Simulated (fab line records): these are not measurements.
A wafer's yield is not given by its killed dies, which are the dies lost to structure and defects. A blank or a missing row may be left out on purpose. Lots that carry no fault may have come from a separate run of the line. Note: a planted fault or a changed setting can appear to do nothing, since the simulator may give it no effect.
Matching of chambers -- flow n5_finfet -- rie_diel-04 running N5_HKMG_FIN_ETCH_54: 4 sister chambers
The step etches SiARC in CF4, target depth 45.5 nm, time 75.8 s. 22 wafers are shown with their chamber, then 11 later ones without.

## WAFERS, EACH WITH ITS CHAMBER
wafer,chamber,showerhead_plenum_p_Torr (Torr),throttle_valve_pct (%),drypump_motor_current_A (A)
L075.1,1,2.10,15.31,6.1
L075.3,3,2.11,15.70,5.6
L075.5,3,2.11,15.71,5.7
L076.1,1,2.10,15.29,6.1
L076.2,3,2.11,15.72,5.7
L076.5,0,2.07,15.55,5.5
L078.3,3,2.11,15.71,5.6
L078.5,0,2.07,15.57,5.5
L078.6,3,2.11,15.72,5.7
L081.1,1,2.10,15.33,6.1
L081.2,0,2.07,15.60,5.5
L081.3,3,2.11,15.75,5.6
L082.1,3,2.11,15.73,5.6
L082.3,0,2.07,15.59,5.5
L082.6,3,2.11,15.74,5.6
L083.2,3,2.11,15.72,5.7
L083.5,3,2.11,15.73,5.7
L083.6,2,2.13,15.87,5.8
L084.3,1,2.10,15.36,6.1
L084.5,3,2.11,15.74,5.7
L084.6,2,2.13,15.88,5.9
L086.1,0,2.06,15.62,5.5

SIGNATURES (averages over the wafers above)
reading,chamber 0,chamber 1,chamber 2,chamber 3,scatter within a chamber
showerhead_plenum_p_Torr,2.0680,2.1000,2.1300,2.1100,0.00211
throttle_valve_pct,15.5860,15.3225,15.8750,15.7245,0.021
drypump_motor_current_A,5.500,6.100,5.850,5.655,0.0423
Rule: for each reading, subtract the chamber's mean from the wafer's reading, divide by that reading's scatter and square the result; add these up over the readings and take the root, which gives the wafer's distance from the chamber. The wafer belongs to the nearest chamber; if the next one is less than 2 further off, it can't be placed. The scatter: take each reading less its chamber's mean, square it, sum over the shown wafers, divide by the number of wafers less the number of chambers, and take the root.

## WAFERS MISSING THEIR CHAMBER
wafer,showerhead_plenum_p_Torr (Torr),throttle_valve_pct (%),drypump_motor_current_A (A)
L086.3,2.13,15.88,5.9
L086.4,2.10,15.75,5.6
L088.2,2.09,15.38,6.1
L088.5,2.13,15.88,5.8
L088.6,2.09,15.36,6.1
L090.1,2.09,15.36,6.1
L090.2,2.13,15.89,5.9
L090.3,2.10,15.77,5.7
L097.2,2.10,15.79,5.6
L097.3,2.12,15.93,5.8
L097.6,2.10,15.80,5.6

## WHICH CHAMBER EACH ONE RAN IN
wafer,from the rows above,in truth
L086.3,2,2
L086.4,3,3
L088.2,1,1
L088.5,2,2
L088.6,1,1
L090.1,1,1
L090.2,2,2
L090.3,3,3
L097.2,3,3
L097.3,2,2
L097.6,3,3
Correct placement for 11 of the 11. Left unplaced by these rows: 0. Wrongly placed: 0.
